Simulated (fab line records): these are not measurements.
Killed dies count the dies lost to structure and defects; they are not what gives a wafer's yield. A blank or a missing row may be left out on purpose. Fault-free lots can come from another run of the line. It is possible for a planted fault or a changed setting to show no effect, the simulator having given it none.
Chamber matching ; flow n5-finfet ; rie-si-01 running N5_SD_EPI_P_SD_RECESS_17: 4 sister chambers
The step chemistry HBr/Cl2/O2, target depth 39.1 nm, bt time 3 s. 14 wafers are shown with their chamber, then 6 later ones without.

== WAFERS PAIRED WITH THEIR CHAMBERS ==
wafer;chamber;drypump-motor-current-A (A);throttle-valve-pct (%);oes_o_777_au (a.u.)
L359.3;0;5.0;37.11;0.994
L359.4;2;6.3;37.14;0.974
L359.5;1;5.1;37.15;0.981
L360.2;1;5.2;37.12;0.987
L360.3;0;5.0;37.10;0.996
L360.5;0;5.0;37.09;0.993
L361.2;0;5.0;37.10;0.988
L361.4;3;5.9;36.68;0.973
L361.6;3;5.9;36.67;0.975
L362.2;3;5.9;36.68;0.978
L362.4;1;5.2;37.13;0.983
L362.5;0;5.0;37.10;1.001
L363.3;2;6.3;37.15;0.979
L363.4;3;5.9;36.67;0.969

SIGNATURES (averages over the wafers above)
reading;chamber 0;chamber 1;chamber 2;chamber 3;scatter within a chamber
drypump-motor-current-A;5.000;5.167;6.300;5.900;0.0258
throttle-valve-pct;37.1000;37.1333;37.1450;36.6750;0.00904
oes_o_777_au;0.99440;0.98367;0.97650;0.97375;0.00404
Rule: for each reading, subtract the chamber's mean from the wafer's reading, divide by that reading's scatter and square the result; add these up over the readings and take the root, which gives the wafer's distance from the chamber. The wafer belongs to the nearest chamber; if the next one is less than 2 further off, it can't be placed. The scatter: the root of (the sum of the squares of (reading less its chamber's mean) over the shown wafers, divided by (wafers less chambers)).

== WAFERS MISSING THEIR CHAMBER ==
wafer;drypump-motor-current-A (A);throttle-valve-pct (%);oes_o_777_au (a.u.)
L363.5;5.0;37.09;0.992
L367.3;5.2;37.12;0.974
L367.5;6.3;37.15;0.994
L382.2;6.3;37.18;0.995
L382.3;5.0;36.92;1.013
L382.5;6.3;37.16;0.995

== WHICH CHAMBER EACH ONE RAN IN ==
wafer;from the rows above;in truth
L363.5;0;0
L367.3;1;1
L367.5;2;2
L382.2;2;2
L382.3;0;0
L382.5;2;2
Correct placement for 6 of the 6. Number that these rows cannot place: 0. 0 placed wrongly.
